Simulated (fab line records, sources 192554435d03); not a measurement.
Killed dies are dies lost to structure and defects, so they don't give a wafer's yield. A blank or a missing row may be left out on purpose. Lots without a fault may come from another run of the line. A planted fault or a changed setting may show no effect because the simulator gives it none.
Which tool did it? | flow n5_finfet | 12 lots, 36 wafers sampled, at 6 steps of a route of 1938

WHAT THE GAUGES READ, wafer by wafer
N5_MOL_CONTACT_COAG_OVL_MEAS_41.
lot  | measured     | on         | VD_OVL (nm)
L075 | day 5 09:16  | overlay-01 | 0.1 -0.1 -0.4
L077 | day 5 22:49  | overlay-02 | 0.2 0.1 0.1
L079 | day 6 08:27  | overlay-01 | 0.3 -0.7 -0.8
L081 | day 7 00:02  | overlay-01 | -0.3 -0.3 -0.5
L083 | day 7 07:00  | overlay-01 | -0.7 -0.1 -0.4
L085 | day 8 02:52  | overlay-01 | -1.3 -0.9 -0.6
L087 | day 8 10:08  | overlay-02 | 0.2 -1.1 -0.6
L089 | day 9 00:29  | overlay-02 | -0.4 -0.1 -0.3
L091 | day 9 13:19  | overlay-02 | 0.7 -0.7 0.3
L093 | day 9 22:31  | overlay-02 | 1.4 1.2 2.2
L095 | day 10 10:53 | overlay-01 | 0.0 1.2 0.4
L097 | day 10 21:34 | overlay-01 | -1.0 -0.5 -1.3

WHICH TOOL RAN EACH LOT (tool, then ch and the chambers of the sampled wafers, then the start)
lot  | N5_MOL_CONTACT_COAG_ALD_20          | N5_MOL_CONTACT_COAG_CO_FILL_22   | N5_MOL_CONTACT_COAG_ANNEAL_113   | N5_MOL_CONTACT_COAG_ALD_27        | N5_MOL_CONTACT_COAG_ETCHBACK_135
L075 | ald_metal-04 ch 2,3, day 4 22:43    | cvd_co-01 ch 0,1, day 5 00:25    | rtp_anneal-02 ch 0, day 5 01:11  | ald_sin-04 ch 0,2, day 5 05:05    | rie_diel-05 ch 1,2, day 5 08:25
L077 | ald_metal-04 ch 1,2,3, day 5 10:41  | cvd_co-02 ch 1,2, day 5 12:18    | rtp_anneal-01 ch 0, day 5 13:04  | ald_sin-03 ch 1,2,3, day 5 17:07  | rie_diel-03 ch 1,3, day 5 21:56
L079 | ald_metal-04 ch 0,1,3, day 6 00:05  | cvd_co-01 ch 0,2, day 6 00:52    | rtp_anneal-01 ch 0, day 6 01:46  | ald_sin-01 ch 0,1, day 6 04:15    | rie_diel-05 ch 0,2,3, day 6 07:44
L081 | ald_metal-04 ch 0,1,3, day 6 11:35  | cvd_co-01 ch 0, day 6 13:37      | rtp_anneal-01 ch 0, day 6 14:40  | ald_sin-04 ch 0,1,3, day 6 19:13  | rie_diel-02 ch 0,3, day 6 23:11
L083 | ald_metal-04 ch 1,3, day 6 21:27    | cvd_co-01 ch 0,2, day 6 22:31    | rtp_anneal-02 ch 0, day 6 23:25  | ald_sin-04 ch 0,1,3, day 7 02:30  | rie_diel-03 ch 1,2,3, day 7 06:10
L085 | ald_metal-04 ch 0,2, day 7 15:01    | cvd_co-01 ch 0,2, day 7 16:44    | rtp_anneal-02 ch 0, day 7 17:31  | ald_sin-03 ch 0,1, day 7 22:08    | rie_diel-05 ch 0,1,3, day 8 02:05
L087 | ald_metal-04 ch 1,2,3, day 8 01:04  | cvd_co-02 ch 0,1, day 8 02:13    | rtp_anneal-01 ch 0, day 8 02:53  | ald_sin-04 ch 1,2, day 8 06:07    | rie_diel-02 ch 1,2, day 8 09:25
L089 | ald_metal-04 ch 1,2,3, day 8 12:04  | cvd_co-01 ch 0,1,2, day 8 13:58  | rtp_anneal-02 ch 0, day 8 14:44  | ald_sin-03 ch 0,1,3, day 8 18:46  | rie_diel-03 ch 0,2,3, day 8 23:46
L091 | ald_metal-04 ch 0,3, day 9 02:20    | cvd_co-02 ch 1,2, day 9 05:11    | rtp_anneal-02 ch 0, day 9 06:08  | ald_sin-01 ch 0,1, day 9 09:07    | rie_diel-03 ch 0,1, day 9 12:35
L093 | ald_metal-04 ch 0,2, day 9 12:01    | cvd_co-02 ch 0,1, day 9 13:34    | rtp_anneal-01 ch 0, day 9 14:20  | ald_sin-04 ch 0,1,3, day 9 18:29  | rie_diel-02 ch 0,2,3, day 9 21:47
L095 | ald_metal-04 ch 0,1,2, day 10 00:11 | cvd_co-02 ch 0,1,2, day 10 01:43 | rtp_anneal-01 ch 0, day 10 02:29 | ald_sin-01 ch 1,3, day 10 06:32   | rie_diel-03 ch 0,1,3, day 10 10:02
L097 | ald_metal-03 ch 0,2, day 10 10:13   | cvd_co-02 ch 0,2, day 10 13:28   | rtp_anneal-02 ch 0, day 10 14:14 | ald_sin-01 ch 0,2,3, day 10 17:06 | rie_diel-03 ch 1,2, day 10 20:34
- N5_MOL_CONTACT_COAG_ALD_20: deposits TiN, target thk 1.5 nm, pulse time 1 s, purge time 3 s.
- N5_MOL_CONTACT_COAG_CO_FILL_22: material Co, precursor CCTBA/H2, target thk 20 nm.
- N5_MOL_CONTACT_COAG_ANNEAL_113: time 300 s.
- N5_MOL_CONTACT_COAG_ALD_27: deposits SiOC, target thk 17 nm, pulse time 1.5 s, time 2720 s.
- N5_MOL_CONTACT_COAG_ETCHBACK_135: etches SiO2 in CHF3, target depth 25 nm, time 16.7 s.

THE ANSWER, worked out from the rows above alone
Rule: what is usual is taken from the lots themselves. Put in order of their means at a reading, lots are off if they are a third of the lots or fewer, leave a main group of 4 or more, and stand apart from it by a gap of 3 or more times the standard deviation of the main group's means; of several such gaps the widest counts. A main group whose means are all the same, to the digits that the tables above print for the reading, isn't used. A lot without any number at a reading at which 4 lots or more have one is off too. The other lots that the step has rows for count as sound.
No lot is off at any reading shown: from this, nothing can be told.

WHAT THE SIMULATOR HAD PUT IN
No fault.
